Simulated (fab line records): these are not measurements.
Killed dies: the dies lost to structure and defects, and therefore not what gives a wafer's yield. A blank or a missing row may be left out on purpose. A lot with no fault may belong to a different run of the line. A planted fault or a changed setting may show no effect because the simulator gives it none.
fab line records    flow nandHarc
record lots=24  wafers=72  lastDay=34
route steps=1302 shown A_CONTACT@1003
lots that met no fault: from a run of the same line without faults
startH: start of the lot's first displayed wafer, in hours after the record's first day    waitH: hours from the lot's prior step to this one    " as in the row above    L1.1+2: one row covering several wafers at once    - either no value or no given start    * or withheld: withheld    < > ~ a bound
route shown NAME@n: names a module that has steps shown in the file, with the first one's number in the route    usual: mean/standard deviation taken from wafers without a fault    same: alike in all rows    chamber/n: place in a boat    sites: the reading at each site    _std_site: standard deviation across them    _edge_site: outer sites' mean less inner sites'    radiusMm: how far each site lies from the wafer's centre    mask NAME#n: copy n    behind: tool/chamber where the wafer was last shaped    hold: why the lot went on hold/how many hours it stayed there/how the hold came to an end    device: the n, p or np transistor that did not switch    end of line: tests of these same wafers at the route's end    step lacking rows: just its recipe    killed: at the first sort, the dies lost to defects and structure; wafer yield is something else    map: shows each die of a wafer: x if killed, . if not, _ if none is there
set.NAME: the setting the step ran with; set.NAME@STEP: the setting that earlier step ran with    model.NAME: the simulator's own value behind a step, which no gauge read
one table for each step of the route and one row for each wafer, over a sample of lots
services: a tool's chamber out of use, with start hour (startH, from the record's first day; less than 0 if before it), hours out, and reason
## steps
# step NHARC_A_CONTACT_ETCH_50
# recipe targetDepthA=1210  timeS=60.5  cf4FlowSccm=100  chf3FlowSccm=30  arFlowSccm=0  rfW=500  biasW=200  chemistry=CF4/CHF3
# usual drypumpMotorCurrentA=5.7/0.41  oesProductAu=0.956/0.025  rfVppV=371.7/2.3  showerheadPlenumPTorr=1.61/0.063  throttleValvePct=16.803/0.0094
lot.wafer  tool        chamber  startH  waitH  drypumpMotorCurrentA  oesProductAu  rfHoursCounterH  rfVppV  showerheadPlenumPTorr  throttleValvePct
L075.2     rieDiel-10  2        -       -      5.7                   0.977         27               370.1   1.55                   16.800
L075.1     "           0        "       "      5.6                   0.962         24               369.3   1.56                   16.784
L075.5     "           3        "       "      5.9                   0.974         -                373.9   1.69                   16.796
L074.1     rieDiel-03  0        -       -      5.5                   0.953         5                375.3   1.70                   16.807
L074.3     "           3        "       "      4.9                   0.963         6                373.5   1.65                   16.803
L074.6     "           0        "       "      5.4                   0.954         -                375.0   1.70                   16.799
L076.3     rieDiel-10  1        -       -      5.2                   0.953         15               372.5   1.59                   16.813
L076.1     "           0        "       "      5.6                   0.969         27               370.7   1.56                   16.785
L076.5     "           2        "       "      5.7                   0.943         -                370.1   1.55                   16.801
L078.3     rieDiel-11  3        -       -      6.0                   0.979         23               369.5   1.56                   16.807
L078.2     "           1        "       "      5.5                   0.955         22               375.2   1.68                   16.802
L078.5     "           1        "       "      5.5                   0.954         -                373.4   1.68                   16.818
L077.2     rieDiel-03  1        -       -      5.8                   0.998         7                369.1   1.51                   16.799
L077.3     "           2        "       "      6.3                   0.970         9                371.0   1.60                   16.785
L077.5     "           1        "       "      5.8                   0.999         -                367.3   1.51                   16.808
L079.3     rieDiel-03  3        -       -      4.9                   0.937         14               373.4   1.65                   16.823
L079.5     "           1        "       "      5.8                   0.941         -                368.7   1.51                   16.809
L079.6     "           2        "       "      6.3                   0.931         -                371.8   1.59                   16.796
L081.1     rieDiel-03  3        -       -      4.9                   0.970         17               373.4   1.65                   16.814
L081.2     "           2        "       "      6.3                   0.964         14               372.0   1.59                   16.805
L081.5     "           3        "       "      4.9                   0.967         -                373.4   1.65                   16.800
L080.1     rieDiel-10  3        -       -      5.9                   0.929         53               374.9   1.69                   16.822
L080.4     "           0        "       "      5.6                   0.917         45               369.2   1.55                   16.806
L080.6     "           3        "       "      5.9                   0.932         -                375.5   1.69                   16.798
L082.2     rieDiel-03  2        -       -      6.3                   0.965         16               370.9   1.59                   16.782
L082.3     "           3        "       "      4.9                   0.992         18               373.8   1.65                   16.797
L082.5     "           1        "       "      5.8                   0.989         -                368.8   1.50                   16.779
L084.2     rieDiel-03  0        -       -      5.5                   0.928         21               373.3   1.69                   16.815
L084.5     "           2        "       "      6.3                   0.931         -                369.9   1.59                   16.810
L084.6     "           3        "       "      4.9                   0.943         -                372.7   1.65                   16.809
L083.4     rieDiel-10  0        -       -      5.7                   0.906         56               369.0   1.55                   16.812
L083.1     "           1        "       "      5.1                   0.921         43               371.9   1.59                   16.791
L083.2     "           3        "       "      5.9                   0.937         63               375.7   1.68                   16.801
L085.4     rieDiel-11  1        -       -      5.5                   0.898         58               374.7   1.67                   16.821
L085.3     "           3        "       "      6.0                   0.942         58               369.5   1.55                   16.797
L085.5     "           0        "       "      5.6                   0.918         -                372.4   1.62                   16.811
L086.3     rieDiel-03  3        -       -      4.9                   0.972         25               372.2   1.65                   16.788
L086.6     "           3        "       "      4.9                   0.974         -                371.5   1.65                   16.781
L086.5     "           0        "       "      5.5                   0.979         -                373.2   1.69                   16.803
L090.3     rieDiel-10  2        -       -      5.7                   0.961         8                368.6   1.54                   16.791
L090.6     "           0        "       "      5.6                   0.992         -                371.1   1.54                   16.801
L090.5     "           1        "       "      5.2                   0.978         -                371.6   1.58                   16.809
L087.1     rieDiel-11  1        -       -      5.4                   0.965         5                375.5   1.67                   16.820
L087.3     "           3        "       "      6.0                   0.968         7                370.3   1.55                   16.803
L087.6     "           2        "       "      6.1                   0.957         -                372.3   1.66                   16.811
L088.4     rieDiel-03  2        -       -      6.3                   0.979         2                370.6   1.59                   16.801
L088.5     "           2        "       "      6.3                   0.983         -                372.2   1.59                   16.800
L088.6     "           3        "       "      4.9                   0.983         -                373.7   1.64                   16.786
L089.4     rieDiel-03  2        -       -      6.3                   0.991         3                371.2   1.59                   16.808
L089.2     "           0        "       "      5.5                   0.958         2                376.1   1.69                   16.803
L089.5     "           2        "       "      6.3                   0.989         -                371.7   1.59                   16.796
L092.3     rieDiel-03  2        -       -      6.3                   0.981         5                371.2   1.59                   16.804
L092.1     "           3        "       "      4.9                   0.969         3                373.1   1.64                   16.821
L092.4     "           0        "       "      5.5                   0.963         2                375.2   1.69                   16.800
L091.2     rieDiel-11  1        -       -      5.5                   0.973         12               373.4   1.67                   16.814
L091.1     "           3        "       "      6.0                   0.968         15               371.6   1.55                   16.813
L091.5     "           1        "       "      5.5                   0.974         -                372.9   1.67                   16.818
L094.4     rieDiel-03  2        -       -      6.3                   0.957         10               370.5   1.59                   16.803
L094.3     "           3        "       "      4.9                   0.983         8                373.5   1.64                   16.804
L094.2     "           1        "       "      5.8                   0.963         9                368.4   1.50                   16.818
L093.1     rieDiel-11  0        -       -      5.6                   0.922         23               373.4   1.62                   16.801
L093.2     "           1        "       "      5.4                   0.920         23               373.7   1.66                   16.810
L093.6     "           1        "       "      5.4                   0.907         -                373.2   1.66                   16.803
L095.1     rieDiel-10  1        -       -      5.2                   0.927         32               372.0   1.58                   16.803
L095.2     "           3        "       "      5.9                   0.937         36               373.0   1.67                   16.800
L095.5     "           1        "       "      5.2                   0.921         -                372.4   1.58                   16.811
L096.1     rieDiel-03  1        -       -      5.8                   0.962         14               368.8   1.50                   16.800
L096.4     "           3        "       "      4.9                   0.969         -                371.8   1.64                   16.812
L096.6     "           0        "       "      5.5                   0.973         -                375.7   1.69                   16.811
L097.1     rieDiel-11  3        -       -      6.0                   0.931         41               369.3   1.54                   16.808
L097.3     "           0        "       "      5.6                   0.918         38               371.4   1.61                   16.823
L097.5     "           3        "       "      6.0                   0.949         -                368.7   1.54                   16.798
# step NHARC_A_CONTACT_ETCH_112
# recipe sourceW=withheld  pressureMtorr=20  biasV=3000  timeS=190  targetDepthA=18500  arFlowSccm=withheld  c4f8FlowSccm=withheld  o2FlowSccm=withheld  chemistry=C4F8/O2/Ar
lot.wafer  tool           chamber  startH  waitH  rfHoursCounterH
L075.2     harCapEtch-02  0        501.85  0.2    81
L075.1     "              1        "       "      81
L075.5     "              1        "       "      -
L074.1     harCapEtch-03  0        507.22  0.2    38
L074.3     "              0        "       "      -
L074.6     "              1        "       "      -
L076.1     harCapEtch-02  1        508.95  0.2    84
L076.3     "              0        "       "      -
L076.5     "              1        "       "      -
L078.2     harCapEtch-01  1        522.42  0.2    2
L078.3     "              0        "       "      -
L078.5     "              1        "       "      -
L077.2     harCapEtch-03  1        523.19  0.2    45
L077.3     "              1        "       "      -
L077.5     "              1        "       "      -
L079.3     harCapEtch-01  0        543.74  0.2    -
L079.5     "              0        "       "      -
L079.6     "              1        "       "      -
L081.1     harCapEtch-02  1        564.24  0.2    95
L081.2     "              0        "       "      95
L081.5     "              0        "       "      -
L080.1     harCapEtch-01  0        564.45  0.2    8
L080.4     "              0        "       "      -
L080.6     "              0        "       "      -
L082.2     harCapEtch-01  1        576.89  0.2    10
L082.3     "              1        "       "      -
L082.5     "              0        "       "      -
L084.2     harCapEtch-02  0        591.44  0.2    101
L084.5     "              0        "       "      -
L084.6     "              1        "       "      -
L083.2     harCapEtch-03  0        592.78  0.2    58
L083.1     "              1        "       "      58
L083.4     "              1        "       "      -
L085.4     harCapEtch-01  0        606.58  0.2    -
L085.3     "              1        "       "      -
L085.5     "              0        "       "      -
L086.3     harCapEtch-02  0        607.17  0.2    -
L086.5     "              1        "       "      -
L086.6     "              0        "       "      -
L090.3     harCapEtch-03  0        639.03  0.2    -
L090.5     "              1        "       "      -
L090.6     "              0        "       "      -
L087.1     harCapEtch-01  0        639.08  0.2    20
L087.3     "              1        "       "      -
L087.6     "              1        "       "      -
L088.4     harCapEtch-01  1        653.25  0.2    -
L088.5     "              1        "       "      -
L088.6     "              0        "       "      -
L089.2     harCapEtch-02  1        655.67  0.2    112
L089.4     "              0        "       "      -
L089.5     "              0        "       "      -
L092.1     harCapEtch-01  0        659.23  0.2    25
L092.3     "              1        "       "      -
L092.4     "              0        "       "      -
L091.1     harCapEtch-03  1        661.64  0.2    70
L091.2     "              0        "       "      70
L091.5     "              0        "       "      -
L094.2     harCapEtch-01  0        686.41  0.2    30
L094.4     "              1        "       "      -
L094.3     "              0        "       "      -
L093.2     harCapEtch-03  1        686.82  0.2    76
L093.1     "              0        "       "      76
L093.6     "              0        "       "      -
L095.1     harCapEtch-01  1        710.50  0.2    35
L095.2     "              0        "       "      35
L095.5     "              0        "       "      -
L096.1     harCapEtch-01  0        730.64  0.2    37
L096.4     "              0        "       "      -
L096.6     "              1        "       "      -
L097.1     harCapEtch-02  0        742.97  0.2    126
L097.3     "              0        "       "      -
L097.5     "              0        "       "      -
# step NHARC_A_CONTACT_ETCH_113
# recipe sourceW=withheld  pressureMtorr=20  biasV=3000  timeS=190  targetDepthA=18500  arFlowSccm=withheld  c4f8FlowSccm=withheld  o2FlowSccm=withheld  chemistry=C4F8/O2/Ar
lot.wafer  tool           chamber  startH  waitH  rfHoursCounterH
L075.2     harCapEtch-02  0        502.02  0.1    82
L075.1     "              1        "       "      82
L075.5     "              1        "       "      -
L074.1     harCapEtch-03  0        507.39  0.1    39
L074.3     "              0        "       "      -
L074.6     "              1        "       "      -
L076.1     harCapEtch-02  1        509.12  0.1    84
L076.3     "              0        "       "      -
L076.5     "              1        "       "      -
L078.2     harCapEtch-01  1        522.65  0.2    2
L078.3     "              0        "       "      -
L078.5     "              1        "       "      -
L077.2     harCapEtch-03  1        523.36  0.1    45
L077.3     "              1        "       "      -
L077.5     "              1        "       "      -
L079.3     harCapEtch-01  0        543.91  0.1    -
L079.5     "              0        "       "      -
L079.6     "              1        "       "      -
L081.1     harCapEtch-02  1        564.41  0.1    95
L081.2     "              0        "       "      95
L081.5     "              0        "       "      -
L080.1     harCapEtch-01  0        564.63  0.1    8
L080.4     "              0        "       "      -
L080.6     "              0        "       "      -
L082.2     harCapEtch-01  1        577.06  0.1    10
L082.3     "              1        "       "      -
L082.5     "              0        "       "      -
L084.2     harCapEtch-02  0        591.67  0.2    101
L084.5     "              0        "       "      -
L084.6     "              1        "       "      -
L083.2     harCapEtch-03  0        593.00  0.2    58
L083.1     "              1        "       "      58
L083.4     "              1        "       "      -
L085.4     harCapEtch-01  0        606.75  0.1    -
L085.3     "              1        "       "      -
L085.5     "              0        "       "      -
L086.3     harCapEtch-02  0        607.40  0.2    -
L086.5     "              1        "       "      -
L086.6     "              0        "       "      -
L090.3     harCapEtch-03  0        639.20  0.1    -
L090.5     "              1        "       "      -
L090.6     "              0        "       "      -
L087.1     harCapEtch-01  0        639.25  0.1    21
L087.3     "              1        "       "      -
L087.6     "              1        "       "      -
L088.4     harCapEtch-01  1        653.42  0.1    -
L088.5     "              1        "       "      -
L088.6     "              0        "       "      -
L089.2     harCapEtch-02  1        655.84  0.1    112
L089.4     "              0        "       "      -
L089.5     "              0        "       "      -
L092.1     harCapEtch-01  0        659.40  0.1    25
L092.3     "              1        "       "      -
L092.4     "              0        "       "      -
L091.1     harCapEtch-03  1        661.81  0.1    70
L091.2     "              0        "       "      70
L091.5     "              0        "       "      -
L094.2     harCapEtch-01  0        686.58  0.1    31
L094.4     "              1        "       "      -
L094.3     "              0        "       "      -
L093.2     harCapEtch-03  1        686.99  0.1    76
L093.1     "              0        "       "      76
L093.6     "              0        "       "      -
L095.1     harCapEtch-01  1        710.67  0.1    35
L095.2     "              0        "       "      35
L095.5     "              0        "       "      -
L096.1     harCapEtch-01  0        730.81  0.1    37
L096.4     "              0        "       "      -
L096.6     "              1        "       "      -
L097.1     harCapEtch-02  0        743.13  0.1    126
L097.3     "              0        "       "      -
L097.5     "              0        "       "      -
# step NHARC_A_CONTACT_ETCH_117
# recipe sourceW=withheld  pressureMtorr=20  biasV=3000  timeS=190  targetDepthA=18500  arFlowSccm=withheld  c4f8FlowSccm=withheld  o2FlowSccm=withheld  chemistry=C4F8/O2/Ar
lot.wafer  tool           chamber  startH  waitH  rfHoursCounterH
L075.2     harCapEtch-02  0        502.71  0.1    82
L075.1     "              1        "       "      82
L075.5     "              1        "       "      -
L074.1     harCapEtch-03  0        508.07  0.1    39
L074.3     "              0        "       "      -
L074.6     "              1        "       "      -
L076.1     harCapEtch-02  1        509.80  0.1    84
L076.3     "              0        "       "      -
L076.5     "              1        "       "      -
L078.2     harCapEtch-01  1        523.56  0.2    3
L078.3     "              0        "       "      -
L078.5     "              1        "       "      -
L077.2     harCapEtch-03  1        524.04  0.1    46
L077.3     "              1        "       "      -
L077.5     "              1        "       "      -
L079.3     harCapEtch-01  0        544.60  0.1    -
L079.5     "              0        "       "      -
L079.6     "              1        "       "      -
L081.1     harCapEtch-02  1        565.09  0.1    96
L081.2     "              0        "       "      96
L081.5     "              0        "       "      -
L080.1     harCapEtch-01  0        565.32  0.1    9
L080.4     "              0        "       "      -
L080.6     "              0        "       "      -
L082.2     harCapEtch-01  1        577.75  0.1    11
L082.3     "              1        "       "      -
L082.5     "              0        "       "      -
L084.2     harCapEtch-02  0        592.59  0.2    102
L084.5     "              0        "       "      -
L084.6     "              1        "       "      -
L083.2     harCapEtch-03  0        593.91  0.2    59
L083.1     "              1        "       "      59
L083.4     "              1        "       "      -
L085.4     harCapEtch-01  0        607.43  0.1    -
L085.3     "              1        "       "      -
L085.5     "              0        "       "      -
L086.3     harCapEtch-02  0        608.32  0.2    -
L086.5     "              1        "       "      -
L086.6     "              0        "       "      -
L090.3     harCapEtch-03  0        639.88  0.1    -
L090.5     "              1        "       "      -
L090.6     "              0        "       "      -
L087.1     harCapEtch-01  0        639.93  0.1    21
L087.3     "              1        "       "      -
L087.6     "              1        "       "      -
L088.4     harCapEtch-01  1        654.11  0.1    -
L088.5     "              1        "       "      -
L088.6     "              0        "       "      -
L089.2     harCapEtch-02  1        656.52  0.1    113
L089.4     "              0        "       "      -
L089.5     "              0        "       "      -
L092.1     harCapEtch-01  0        660.08  0.1    26
L092.3     "              1        "       "      -
L092.4     "              0        "       "      -
L091.1     harCapEtch-03  1        662.49  0.1    71
L091.2     "              0        "       "      71
L091.5     "              0        "       "      -
L094.2     harCapEtch-01  0        687.26  0.1    31
L094.4     "              1        "       "      -
L094.3     "              0        "       "      -
L093.2     harCapEtch-03  1        687.68  0.1    77
L093.1     "              0        "       "      77
L093.6     "              0        "       "      -
L095.1     harCapEtch-01  1        711.36  0.1    35
L095.2     "              0        "       "      35
L095.5     "              0        "       "      -
L096.1     harCapEtch-01  0        731.49  0.1    38
L096.4     "              0        "       "      -
L096.6     "              1        "       "      -
L097.1     harCapEtch-02  0        743.82  0.1    127
L097.3     "              0        "       "      -
L097.5     "              0        "       "      -
# step NHARC_A_CONTACT_ETCH_90
# recipe targetDepthA=400  overEtchFrac=0.5  timeS=85.7  ionEnergyEv=120  ch3fFlowSccm=50  o2FlowSccm=30  arFlowSccm=200  rfW=500  biasW=100  chemistry=CH3F/O2
# usual drypumpMotorCurrentA=5.6/0.43  oesProductAu=0.96/0.037  rfVppV=245.0/1.6  showerheadPlenumPTorr=2.52/0.11  throttleValvePct=20.663/0.0097
lot.wafer  tool        chamber  startH  waitH  drypumpMotorCurrentA  oesProductAu  rfHoursCounterH  rfVppV  showerheadPlenumPTorr  throttleValvePct
L075.1     rieDiel-03  0        504.71  0.8    5.5                   0.99          5                245.6   2.66                   20.656
L075.2     "           3        "       "      4.9                   1.01          5                245.7   2.58                   20.653
L075.5     "           1        "       "      5.7                   1.01          -                241.3   2.35                   20.660
L074.3     rieDiel-03  0        510.05  0.6    5.4                   0.93          7                246.9   2.66                   20.671
L074.1     "           1        "       "      5.8                   0.94          4                241.7   2.35                   20.669
L074.6     "           0        "       "      5.4                   0.94          -                247.2   2.66                   20.669
L076.3     rieDiel-10  3        511.80  0.7    5.9                   0.92          34               246.3   2.65                   20.661
L076.1     "           0        "       "      5.7                   0.92          29               243.1   2.43                   20.658
L076.5     "           1        "       "      5.2                   0.92          -                246.1   2.49                   20.657
L077.3     rieDiel-03  0        526.04  0.7    5.5                   0.93          10               246.7   2.66                   20.662
L077.2     "           1        "       "      5.8                   0.96          8                242.7   2.35                   20.661
L077.5     "           2        "       "      6.3                   0.92          -                244.6   2.49                   20.661
L078.2     rieDiel-03  2        526.14  1.1    6.3                   1.00          10               245.2   2.49                   20.676
L078.3     "           3        "       "      4.9                   1.02          11               246.5   2.58                   20.662
L078.5     "           0        "       "      5.4                   1.00          -                245.4   2.66                   20.665
L079.3     rieDiel-03  1        546.57  0.7    5.8                   0.94          12               242.1   2.35                   20.655
L079.6     "           3        "       "      4.9                   0.93          -                245.5   2.58                   20.677
L079.5     "           0        "       "      5.5                   0.93          -                246.8   2.65                   20.679
L081.1     rieDiel-03  0        567.10  0.9    5.4                   0.91          17               247.5   2.65                   20.661
L081.2     "           3        "       "      5.0                   0.94          18               246.2   2.58                   20.680
L081.5     "           1        "       "      5.8                   0.93          -                242.9   2.35                   20.654
L080.1     rieDiel-11  0        567.34  0.9    5.6                   0.92          38               245.8   2.55                   20.660
L080.4     "           1        "       "      5.5                   0.91          40               246.1   2.62                   20.661
L080.6     "           0        "       "      5.6                   0.91          -                244.7   2.55                   20.657
L082.3     rieDiel-03  2        579.77  0.7    6.3                   0.93          16               245.2   2.49                   20.658
L082.2     "           0        "       "      5.5                   0.94          19               247.5   2.65                   20.664
L082.5     "           2        "       "      6.3                   0.93          -                245.0   2.49                   20.678
L084.2     rieDiel-03  1        595.13  1.1    5.8                   0.97          20               243.2   2.35                   20.669
L084.6     "           0        "       "      5.4                   0.93          -                245.7   2.65                   20.642
L084.5     "           1        "       "      5.8                   0.96          -                243.9   2.35                   20.669
L083.1     rieDiel-03  3        596.42  0.9    4.9                   1.01          23               245.4   2.58                   20.660
L083.4     "           0        "       "      5.5                   1.00          22               247.6   2.65                   20.683
L083.2     "           2        "       "      6.3                   1.00          21               244.2   2.49                   20.660
L085.3     rieDiel-03  1        609.38  0.6    5.8                   1.03          23               241.6   2.35                   20.661
L085.4     "           2        "       "      6.3                   1.00          24               244.1   2.49                   20.640
L085.5     "           1        "       "      5.8                   1.03          -                243.8   2.35                   20.672
L086.3     rieDiel-03  2        610.76  0.7    6.3                   0.93          25               245.2   2.49                   20.664
L086.6     "           3        "       "      4.9                   0.93          -                246.2   2.57                   20.681
L086.5     "           0        "       "      5.5                   0.93          -                246.0   2.65                   20.658
L090.3     rieDiel-10  3        641.85  0.7    5.9                   0.94          11               246.9   2.63                   20.651
L090.6     "           0        "       "      5.7                   0.93          -                244.4   2.41                   20.663
L090.5     "           1        "       "      5.2                   0.92          -                244.9   2.48                   20.682
L087.3     rieDiel-10  1        641.94  0.6    5.2                   1.01          10               244.5   2.48                   20.667
L087.1     "           3        "       "      5.9                   0.99          11               247.3   2.63                   20.662
L087.6     "           2        "       "      5.7                   0.99          -                243.9   2.40                   20.652
L088.4     rieDiel-03  3        656.08  0.7    4.9                   0.94          3                246.4   2.57                   20.671
L088.5     "           2        "       "      6.3                   0.93          -                244.5   2.48                   20.642
L088.6     "           3        "       "      4.9                   0.93          -                246.4   2.57                   20.664
L089.4     rieDiel-11  1        658.56  0.7    5.5                   0.98          12               247.4   2.61                   20.667
L089.2     "           2        "       "      6.1                   1.00          9                246.1   2.59                   20.666
L089.5     "           1        "       "      5.5                   0.99          -                244.5   2.61                   20.672
L092.3     rieDiel-03  3        662.08  0.7    4.9                   0.94          4                247.9   2.57                   20.670
L092.4     "           0        "       "      5.4                   0.93          4                248.1   2.65                   20.660
L092.1     "           1        "       "      5.8                   0.93          5                242.8   2.34                   20.673
L091.1     rieDiel-03  2        664.51  0.9    6.3                   1.02          6                245.9   2.48                   20.670
L091.2     "           0        "       "      5.5                   1.00          4                246.6   2.65                   20.661
L091.5     "           2        "       "      6.3                   1.01          -                245.4   2.48                   20.675
L094.2     rieDiel-11  0        689.23  0.8    5.6                   0.91          24               245.1   2.53                   20.656
L094.4     "           2        "       "      6.1                   0.93          20               246.8   2.58                   20.673
L094.3     "           3        "       "      6.0                   0.93          25               244.1   2.42                   20.661
L093.1     rieDiel-10  2        689.94  0.9    5.7                   0.92          25               242.9   2.39                   20.656
L093.2     "           1        "       "      5.2                   0.93          25               245.2   2.47                   20.665
L093.6     "           3        "       "      5.9                   0.94          -                245.9   2.62                   20.655
L095.1     rieDiel-03  1        713.39  0.9    5.8                   1.00          13               244.1   2.34                   20.661
L095.2     "           2        "       "      6.3                   1.00          13               244.0   2.48                   20.665
L095.5     "           0        "       "      5.5                   1.02          -                246.0   2.64                   20.666
L096.4     rieDiel-03  1        733.53  0.7    5.8                   0.92          15               242.2   2.34                   20.645
L096.1     "           2        "       "      6.3                   1.02          14               244.2   2.48                   20.663
L096.6     "           0        "       "      5.5                   0.93          -                247.4   2.64                   20.669
L097.1     rieDiel-03  3        745.79  0.8    4.9                   1.00          15               244.3   2.57                   20.668
L097.3     "           0        "       "      5.5                   0.98          14               247.4   2.64                   20.658
L097.5     "           0        "       "      5.5                   0.99          -                246.2   2.64                   20.657
# step NHARC_A_CONTACT_CD_MEAS_53
# usual cdNm=289.4/0.95
lot.wafer  tool      chamber  startH  waitH  cdNm
L075.1     cdSem-01  -        504.93  -      290.2
L075.2     "         -        "       "      289.8
L075.5     "         -        "       "      289.1
L074.1     cdSem-03  -        510.26  -      289.4
L074.3     "         -        "       "      289.7
L074.6     "         -        "       "      290.2
L076.1     cdSem-02  -        511.99  -      290.7
L076.3     "         -        "       "      289.6
L076.5     "         -        "       "      290.2
L077.2     cdSem-03  -        526.28  -      288.7
L077.3     "         -        "       "      289.5
L077.5     "         -        "       "      288.5
L078.2     cdSem-01  -        526.33  -      289.9
L078.3     "         -        "       "      289.5
L078.5     "         -        "       "      289.7
L079.3     cdSem-03  -        546.77  -      287.6
L079.5     "         -        "       "      289.0
L079.6     "         -        "       "      288.5
L081.1     cdSem-02  -        567.31  -      289.3
L081.2     "         -        "       "      288.6
L081.5     "         -        "       "      288.6
L080.1     cdSem-01  -        567.55  -      287.9
L080.4     "         -        "       "      287.5
L080.6     "         -        "       "      288.1
L082.2     cdSem-01  -        579.97  -      291.1
L082.3     "         -        "       "      290.6
L082.5     "         -        "       "      290.4
L084.2     cdSem-02  -        595.34  -      288.0
L084.5     "         -        "       "      287.9
L084.6     "         -        "       "      289.0
L083.1     cdSem-03  -        596.64  -      290.6
L083.2     "         -        "       "      289.7
L083.4     "         -        "       "      289.8
L085.3     cdSem-02  -        609.60  -      289.1
L085.4     "         -        "       "      289.6
L085.5     "         -        "       "      289.6
L086.3     cdSem-02  -        610.95  -      288.6
L086.5     "         -        "       "      289.3
L086.6     "         -        "       "      289.1
L090.3     cdSem-03  -        642.11  -      291.3
L090.5     "         -        "       "      291.0
L090.6     "         -        "       "      290.2
L087.1     cdSem-01  -        642.15  -      290.6
L087.3     "         -        "       "      290.1
L087.6     "         -        "       "      289.4
L088.4     cdSem-01  -        656.29  -      289.0
L088.5     "         -        "       "      288.8
L088.6     "         -        "       "      289.1
L089.2     cdSem-02  -        658.77  -      290.5
L089.4     "         -        "       "      289.4
L089.5     "         -        "       "      290.0
L092.1     cdSem-03  -        662.28  -      289.0
L092.3     "         -        "       "      288.6
L092.4     "         -        "       "      289.4
L091.1     cdSem-02  -        664.74  -      289.7
L091.2     "         -        "       "      291.1
L091.5     "         -        "       "      290.0
L094.2     cdSem-02  -        689.46  -      289.2
L094.3     "         -        "       "      289.0
L094.4     "         -        "       "      290.7
L093.1     cdSem-02  -        690.15  -      290.2
L093.2     "         -        "       "      290.1
L093.6     "         -        "       "      290.2
L095.1     cdSem-01  -        713.57  -      291.5
L095.2     "         -        "       "      290.4
L095.5     "         -        "       "      290.9
L096.1     cdSem-01  -        733.72  -      288.0
L096.4     "         -        "       "      288.3
L096.6     "         -        "       "      289.0
L097.1     cdSem-03  -        746.00  -      288.2
L097.3     "         -        "       "      289.2
L097.5     "         -        "       "      288.3
## services
tool           chamber  startH  hours  kind
rieDiel-03     0        491.83  -      clean
rieDiel-03     1        491.83  -      clean
rieDiel-03     2        491.83  -      clean
rieDiel-03     3        491.83  -      clean
harCapEtch-01  -        497.00  17.0   pm
harCapEtch-01  0        497.00  17.0   ventCycle
harCapEtch-01  1        497.00  17.0   ventCycle
harCapEtch-01  0        514.00  -      clean
harCapEtch-01  1        514.00  -      clean
rieDiel-03     0        516.33  -      clean
rieDiel-03     1        516.33  -      clean
rieDiel-11     0        520.39  3.2    repair
rieDiel-03     2        530.60  5.0    repair
harCapEtch-02  -        587.83  0.1    repair
rieDiel-10     -        596.86  9.0    pm
rieDiel-11     -        609.89  9.0    pm
rieDiel-03     -        635.30  9.0    pm
rieDiel-11     -        640.23  0.9    repair
rieDiel-11     2        649.12  6.7    repair
rieDiel-03     3        662.92  3.0    repair
rieDiel-11     2        673.69  7.5    repair
rieDiel-11     3        714.27  8.0    repair
rieDiel-03     2        723.60  6.0    repair
rieDiel-10     3        734.25  3.3    repair
## key
fault none
